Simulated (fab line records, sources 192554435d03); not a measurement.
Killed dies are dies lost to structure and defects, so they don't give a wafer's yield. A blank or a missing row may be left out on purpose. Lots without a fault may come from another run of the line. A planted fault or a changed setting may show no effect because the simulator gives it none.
A struck lot beside a sound one | flow n5_finfet | 28 steps out of a route of 1938
Sound: wafers L753.1, L753.3, L753.5. Struck: wafer L755.1. (L755.3, L755.4 of the same lot were not struck and are left out.) The cause comes at the end.
At each step with rows: each side's tool, then ch and its chambers, then its first start. Under that, the readings that differ: sound wafers | struck wafers | difference of the means | sigmas: that difference in standard deviations of wafers without a fault.
alike: readings whose means differ by less than 2 such deviations, and words and numbers that are the same on both sides. not compared: withheld readings, readings that some wafer has no value for, bounds like >300 that may hide the same value, and numbers for which the record gives no deviation and whose values overlap.
The two part at a step that has a row with sigmas, a row that says differs or no value, or rows on one side only. Numbers that don't overlap but have no deviation are shown without sigmas and don't part them. A reading that every wafer of one side lacks parts them only if that side has two wafers or more.

first, 9 steps without rows for these wafers: N5_BEOL_M0_SAQP_EXPOSE_37 (exposes mask M0 CUT1, target cd 30 nm); N5_BEOL_M0_SAQP_PEB_38 (peb time 60 s); N5_BEOL_M0_SAQP_DEVELOP_39 (develop time 30 s); N5_BEOL_M0_SAQP_DESCUM_45 (chemistry O2, time 7 s); N5_BEOL_M0_SAQP_ETCH_88 (etches underlayer in N2/H2, target depth 6.5 nm, time 5.2 s); N5_BEOL_M0_SAQP_ETCH_73 (etches SiARC in CF4, target depth 19.5 nm, time 32.5 s); N5_BEOL_M0_SAQP_CUT_ETCH_46 (etches SOC in N2/H2, target depth 135 nm, overetch 27 nm, time 202.5 s); N5_BEOL_M0_SAQP_STRIP_74 (strips in N2/H2); N5_BEOL_M0_SAQP_STRIP_89 (strips in N2/H2).
N5_BEOL_M0_SAQP_ALD_48: deposits SiO2, target thk 20 nm, pulse time 1 s, co reactant pulse time 1 s.
  sound on ald_sin-03 ch 0,2, day 7 04:32; struck on ald_sin-03 ch 3, day 7 18:47
  reading                                       | sound       | struck | difference | sigmas
  ald_cycles                                    | 139 139 139 | 231    | +92        |
  model.SiO2_of_BEOL_M0_SAQP_ALD_48.thk_nm (nm) | 20 20.2 20  | 33.2   | +13.1      |
  alike: heater_power_w, precursor_pulse_height_rel
then, 15 steps without rows for these wafers: N5_BEOL_M0_SAQP_ETCH_49 (etches SiO2 in CF4/O2, target depth 37 nm); N5_BEOL_M0_SAQP_STRIP_75 (strips in CF4); N5_BEOL_M0_CUTY_COAT_50 (time 60 s, resist thk 15 nm); N5_BEOL_M0_CUTY_COAT_51 (resist thk 150 nm); N5_BEOL_M0_CUTY_EBR_52; N5_BEOL_M0_CUTY_SOFTBAKE_53 (time 60 s); N5_BEOL_M0_CUTY_EXPOSE_54 (exposes mask M0 ABLK); N5_BEOL_M0_CUTY_PEB_55 (peb time 60 s); N5_BEOL_M0_CUTY_DEVELOP_56 (develop time 30 s); N5_BEOL_M0_CUTY_DESCUM_61 (chemistry O2, time 7.9 s); N5_BEOL_M0_CUTY_ETCH_62 (etches SiARC in CF4, time 58.5 s); N5_BEOL_M0_CUTY_ETCH_63 (etches SOC in N2/H2, target depth 82.7 nm, overetch 16.5 nm, time 124 s); N5_BEOL_M0_CUTY_STRIP_64 (strips in N2/H2); N5_BEOL_M0_ETCH_138 (etches SiCN in CH3F/O2, target depth 12 nm, time 31.6 s); N5_BEOL_M0_HM_OPEN_105 (chemistry Cl2/BCl3, target TiN, target depth 12 nm).
N5_BEOL_M0_STRIP_140: strips in CF4.
  sound on rie_diel-03 ch 0,1,3, day 7 14:07; struck on rie_diel-01 ch 0, day 7 22:22
  reading                                       | sound        | struck | difference | sigmas
  model.SiO2_of_BEOL_M0_SAQP_ALD_48.thk_nm (nm) | 10.6 10.8 11 | 18     | +7         |
  alike: bias_power_w, drypump_motor_current_A, oes_product_au, rf_vpp_V, showerhead_plenum_p_Torr, throttle_valve_pct
  not compared: rf_hours_counter_h
then, 1 step without rows for these wafers: N5_BEOL_M0_STRIP_104 (strips in N2/H2).
-- the record jumps here: 3 days lie between the struck wafers' starts before and after (it left off in module BEOL_M0 and takes up again in module BEOL_M4, whose first step shown is number 1111 of the route) --
N5_BEOL_M4_RC_MEAS_101:
  sound on prober-01 ch 0, day 9 17:22; struck on prober-01 ch 0, day 10 20:34
  alike: DIBL_N, DIBL_P, IOFF_N, IOFF_P, ION_N, ION_P, SS_N, SS_P, VT_N, VT_P

WHERE THEY PART
Nowhere in this record.

WHY: what the simulator had put in
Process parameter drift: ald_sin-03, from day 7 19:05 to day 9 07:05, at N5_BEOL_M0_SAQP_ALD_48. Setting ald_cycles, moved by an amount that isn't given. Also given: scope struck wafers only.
